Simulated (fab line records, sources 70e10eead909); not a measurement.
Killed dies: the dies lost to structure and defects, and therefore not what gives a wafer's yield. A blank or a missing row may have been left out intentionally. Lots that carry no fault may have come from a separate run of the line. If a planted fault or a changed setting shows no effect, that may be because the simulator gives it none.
Matching of chambers | flow nand harc | 4 sister chambers for NHARC_P_CONTACT_STRIP_28 on rie diel-11
The step strips in O2. 27 wafers are shown with their chamber, then 12 later ones without.

## EACH WAFER AND ITS CHAMBER
wafer  | chamber | showerhead plenum p Torr (Torr) | drypump motor current A (A) | oes product au (a.u.)
L074.1 | 3       | 3.31                            | 5.0                         | 1.012
L074.5 | 1       | 3.64                            | 6.4                         | 1.017
L074.6 | 2       | 3.47                            | 5.3                         | 0.998
L075.1 | 1       | 3.63                            | 6.4                         | 1.027
L075.2 | 2       | 3.47                            | 5.3                         | 0.994
L075.3 | 0       | 3.63                            | 5.8                         | 0.994
L077.1 | 3       | 3.30                            | 5.0                         | 1.000
L077.2 | 2       | 3.47                            | 5.3                         | 0.976
L077.6 | 3       | 3.30                            | 5.0                         | 0.999
L078.3 | 0       | 3.63                            | 5.8                         | 0.999
L078.4 | 2       | 3.47                            | 5.3                         | 0.988
L078.6 | 3       | 3.30                            | 5.0                         | 1.007
L081.3 | 3       | 3.30                            | 5.0                         | 0.991
L081.4 | 0       | 3.63                            | 5.9                         | 1.004
L081.6 | 3       | 3.30                            | 5.1                         | 0.993
L082.1 | 3       | 3.30                            | 5.0                         | 1.000
L082.2 | 0       | 3.63                            | 5.8                         | 1.005
L082.5 | 1       | 3.63                            | 6.4                         | 1.003
L083.1 | 1       | 3.63                            | 6.4                         | 1.015
L083.2 | 3       | 3.30                            | 5.0                         | 0.995
L083.5 | 1       | 3.63                            | 6.4                         | 1.004
L086.1 | 2       | 3.47                            | 5.3                         | 0.981
L086.3 | 1       | 3.63                            | 6.4                         | 1.003
L086.5 | 1       | 3.63                            | 6.4                         | 0.996
L085.2 | 3       | 3.30                            | 5.0                         | 1.001
L085.5 | 2       | 3.47                            | 5.3                         | 0.988
L085.6 | 3       | 3.30                            | 5.0                         | 0.995

SIGNATURES (averages over the wafers above)
reading                  | chamber 0 | chamber 1 | chamber 2 | chamber 3 | scatter within a chamber
showerhead plenum p Torr | 3.6300    | 3.6314    | 3.4700    | 3.3010    | 0.00276
drypump motor current A  | 5.825     | 6.400     | 5.300     | 5.010     | 0.0268
oes product au           | 1.00050   | 1.00929   | 0.98750   | 0.99930   | 0.00798
Rule: distance of a wafer from a chamber = root of the sum over the readings of ((wafer's reading minus chamber's mean) / reading's scatter) squared. The wafer belongs to the nearest chamber; if the next one is less than 2 further off, it can't be placed. The scatter is the square root of a quotient: the sum, over the shown wafers, of each reading's squared deviation from its chamber's mean, divided by wafers minus chambers.

## WAFERS MISSING THEIR CHAMBER
wafer  | showerhead plenum p Torr (Torr) | drypump motor current A (A) | oes product au (a.u.)
L090.1 | 3.63                            | 5.8                         | 0.998
L090.3 | 3.63                            | 6.4                         | 0.996
L090.5 | 3.63                            | 6.4                         | 0.998
L092.1 | 3.47                            | 5.3                         | 0.986
L092.3 | 3.63                            | 5.8                         | 0.995
L092.4 | 3.63                            | 6.4                         | 0.987
L095.3 | 3.46                            | 5.3                         | 0.991
L095.5 | 3.30                            | 5.0                         | 1.004
L095.6 | 3.46                            | 5.3                         | 1.003
L097.1 | 3.63                            | 5.8                         | 1.005
L097.3 | 3.46                            | 5.3                         | 1.011
L097.4 | 3.30                            | 5.0                         | 1.009

## WHICH CHAMBER EACH WENT THROUGH
wafer  | from the rows above | in truth
L090.1 | 0                   | 0
L090.3 | 1                   | 1
L090.5 | 1                   | 1
L092.1 | 2                   | 2
L092.3 | 0                   | 0
L092.4 | 1                   | 1
L095.3 | 2                   | 2
L095.5 | 3                   | 3
L095.6 | 2                   | 2
L097.1 | 0                   | 0
L097.3 | 2                   | 2
L097.4 | 3                   | 3
Placed correctly: 12 of 12. Can't be placed from these rows: 0. 0 placed wrongly.
